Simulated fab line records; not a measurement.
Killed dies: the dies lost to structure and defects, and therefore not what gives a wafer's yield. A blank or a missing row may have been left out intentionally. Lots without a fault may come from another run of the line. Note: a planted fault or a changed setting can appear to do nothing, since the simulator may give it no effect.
Split-lot study    flow n5Finfet    7 lots, 39 wafers read, on a route of 1938 steps

THE SPLIT ITSELF
At N5_DUMMY_GATE_ETCH_32 (etches SiO2 in CF4, target depth 3.5 nm, time 3.9 s), the setting timeS was moved away from the recipe's 3.9 s on 9 of the 39 wafers read, by -22.5% to -8.7%. This setting was run at the recipe's value on the other wafers.

The reading is taken at the split's own step.

THE READING
etch.depthNm (the simulator's own value, which no gauge read), in nm, at N5_DUMMY_GATE_ETCH_32 (etches SiO2 in CF4, target depth 3.5 nm, time 3.9 s). The file gives no usual value for it. Average 3.537 nm, standard deviation 0.092 nm, over the 30 wafers here run with the recipe.

wafer   tool, chamber at the split  timeS as run, s  against the recipe  etch.depthNm, nm  against lot-mates on the recipe
L077.1  rieSi-01, 2                 3.9              recipe              3.499             -
L077.2  rieSi-01, 0                 3.562            -8.7%               3.17              -0.302
L077.3  rieSi-01, 3                 3.562            -8.7%               3.149             -0.323
L077.4  rieSi-01, 1                 3.562            -8.7%               3.327             -0.145
L077.5  rieSi-01, 0                 3.9              recipe              3.448             -
L077.6  rieSi-01, 3                 3.9              recipe              3.47              -
L080.1  rieSi-03, 3                 3.438            -11.8%              3.127             -0.384
L080.2  rieSi-03, 0                 3.438            -11.8%              2.962             -0.549
L080.3  rieSi-03, 2                 3.9              recipe              3.563             -
L080.4  rieSi-03, 1                 3.9              recipe              3.39              -
L080.5  rieSi-03, 0                 3.438            -11.8%              2.979             -0.532
L080.6  rieSi-03, 3                 3.9              recipe              3.58              -
L082.1  rieSi-01, 2                 3.9              recipe              3.549             -
L082.2  rieSi-01, 1                 3.9              recipe              3.712             -
L082.6  rieSi-01, 0                 3.9              recipe              3.534             -
L085.1  rieSi-03, 3                 3.9              recipe              3.624             -
L085.2  rieSi-03, 2                 3.9              recipe              3.535             -
L085.3  rieSi-03, 0                 3.9              recipe              3.414             -
L085.4  rieSi-03, 1                 3.9              recipe              3.409             -
L085.5  rieSi-03, 3                 3.9              recipe              3.655             -
L085.6  rieSi-03, 2                 3.9              recipe              3.573             -
L086.1  rieSi-05, 0                 3.9              recipe              3.588             -
L086.2  rieSi-05, 3                 3.9              recipe              3.492             -
L086.3  rieSi-05, 2                 3.9              recipe              3.472             -
L086.4  rieSi-05, 1                 3.9              recipe              3.441             -
L086.5  rieSi-05, 0                 3.9              recipe              3.583             -
L086.6  rieSi-05, 1                 3.9              recipe              3.432             -
L088.1  rieSi-03, 2                 3.021            -22.5%              2.737             -0.813
L088.2  rieSi-03, 3                 3.9              recipe              3.63              -
L088.3  rieSi-03, 1                 3.021            -22.5%              2.634             -0.916
L088.4  rieSi-03, 0                 3.9              recipe              3.41              -
L088.5  rieSi-03, 3                 3.9              recipe              3.61              -
L088.6  rieSi-03, 0                 3.021            -22.5%              2.647             -0.903
L094.1  rieSi-01, 2                 3.9              recipe              3.556             -
L094.2  rieSi-01, 1                 3.9              recipe              3.708             -
L094.6  rieSi-01, 1                 3.9              recipe              3.708             -
L094.3  rieSi-01, 0                 3.9              recipe              3.505             -
L094.4  rieSi-01, 3                 3.9              recipe              3.45              -
L094.5  rieSi-01, 2                 3.9              recipe              3.565             -

FIT RESULTS
A straight line over all 39 wafers: etch.depthNm changes by +0.0391 nm for each +1% of timeS; r = +0.95; the points scatter about the line by 0.091 nm.
The same after taking each lot's own level away (the mean of its wafers on the recipe; 39 wafers): +0.0386 nm for each +1%; r = +0.95; scatter 0.085 nm.
According to that fit, moving timeS by its largest amount changes the reading by 0.87 nm.
From 3.4723 to 3.5983 nm: that is the span of the lots' own levels, equal to 1.4 times the standard deviation above.
The two slopes are in agreement: the lot-to-lot level therefore moves the slope only a little.
Check: for one of the wafers moved furthest among these (-22.5%), held out of the fit, the line's prediction against its lot-mates is -0.883 nm. It came out at -0.813 nm against them.

FURTHER SPLITS ON THESE WAFERS
These wafers also went through other splits before the reading. Each is held against what the fit with the lots' levels taken away leaves over:
other split on the same wafers  wafers away from the commonest value  r with etch.depthNm (lot level and that fit taken away)
N5_FIN_CUT_EXPOSE_05 doseMj     15                                    -0.06
N5_FIN_CUT_CUT_ETCH_26 sourceW  12                                    -0.14
N5_DUMMY_GATE_ETCH_37 sourceW   12                                    +0.18

FILE'S OWN FIT
etch.depthNm changes by +0.0384 nm for each +1% of timeS, r = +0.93.
